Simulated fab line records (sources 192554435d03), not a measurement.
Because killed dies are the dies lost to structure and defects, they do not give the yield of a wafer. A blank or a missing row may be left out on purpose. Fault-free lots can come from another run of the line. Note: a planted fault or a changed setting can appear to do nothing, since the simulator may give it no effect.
Which tool was responsible?	flow n5 finfet	at 1 step of a route of 1938, 12 lots with 36 wafers sampled

== WHAT THE GAUGES READ, wafer by wafer ==
N5_BEOL_M4_OVL_MEAS_12.
lot	measured	on	M4_OVL (nm)
L076	day 8 01:32	overlay-02	-0.1 -0.2 -1.6
L074	day 8 09:52	overlay-02	-0.6 -1.7 -0.2
L078	day 8 15:46	overlay-01	-0.9 -1.4 -0.6
L081	day 9 06:18	overlay-01	2.4 1.0 1.8
L083	day 10 00:00	overlay-02	-0.1 0.0 -1.2
L085	day 10 08:22	overlay-01	0.6 -0.7 -0.2
L087	day 10 23:04	overlay-01	0.3 1.3 -0.3
L089	day 11 10:10	overlay-01	-0.5 0.7 -0.4
L090	day 11 19:17	overlay-02	-3.1 -2.0 -1.0
L094	day 12 13:20	overlay-02	-0.4 -0.7 -1.3
L095	day 12 23:55	overlay-01	0.7 0.0 -0.8
L097	day 13 06:13	overlay-02	-1.6 0.0 -0.8

== WHAT TOOL EACH LOT RAN ON (gives the tool, then ch and the chambers of the sampled wafers, and finally the start) ==
Before these readings, the record contains no process step.

== THE ANSWER, worked out from the rows above alone ==
Rule: usual is defined by the lots themselves. The widest of any qualifying gaps counts: lots, ordered by their means at a reading, are off when they make up no more than a third of the lots, leave a main group of 4 or more, and stand apart from it by 3 or more times the standard deviation of that group's means. A main group is skipped when, at the precision printed for the reading in the tables above, its means are all equal. Also off: a lot with no number at a reading for which 4 or more lots have one. The other lots that the step has rows for count as sound.
Across all readings shown, no lot is off: no conclusion can be drawn from this.

== WHAT WAS PUT IN BY THE SIMULATOR ==
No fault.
